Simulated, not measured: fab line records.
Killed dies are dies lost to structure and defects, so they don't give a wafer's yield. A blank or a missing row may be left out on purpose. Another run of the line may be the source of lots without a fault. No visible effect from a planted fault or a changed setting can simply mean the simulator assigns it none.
Matching of chambers    flow n5-finfet    N5_BEOL_M10_DESCUM_16 on rie-diel-06 has 4 sister chambers
The step chemistry O2, time 7.9 s. 8 wafers are shown with their chamber, then 8 later ones without.

EACH WAFER AND ITS CHAMBER
wafer   chamber  showerhead-plenum-p-Torr (Torr)  drypump-motor-current-A (A)
L082.4  1        2.03                             5.62
L082.6  3        2.12                             5.28
L084.1  3        2.12                             5.29
L087.6  0        2.19                             5.56
L091.3  0        2.19                             5.58
L091.4  1        2.02                             5.60
L091.6  2        2.19                             5.77
L089.2  2        2.19                             5.75

WAFERS MISSING THEIR CHAMBER
wafer   showerhead-plenum-p-Torr (Torr)  drypump-motor-current-A (A)
L089.4  2.11                             5.27
L089.5  2.19                             5.76
L093.1  2.11                             5.27
L093.2  2.19                             5.60
L093.4  2.02                             5.61
L096.3  2.19                             5.74
L096.5  2.01                             5.61
L096.6  2.10                             5.28

CHAMBER TAKEN BY EACH
wafer   from the rows above  in truth
L089.4  3                    3
L089.5  2                    2
L093.1  3                    3
L093.2  0                    0
L093.4  1                    1
L096.3  2                    2
L096.5  1                    1
L096.6  3                    3
8 of 8 placed correctly. From these rows, 0 cannot be placed. Placed wrongly: 0.
How it was worked out, from the rows above alone: a wafer's distance from a chamber is the root of the sum, over the readings, of the square of ((its reading less the chamber's mean) divided by the reading's scatter). The wafer belongs to the nearest chamber; if the next one is less than 2 further off, it can't be placed. The mean given for a chamber averages the wafers shown for that chamber. The scatter is the square root of a quotient: the sum, over the shown wafers, of each reading's squared deviation from its chamber's mean, divided by wafers minus chambers.
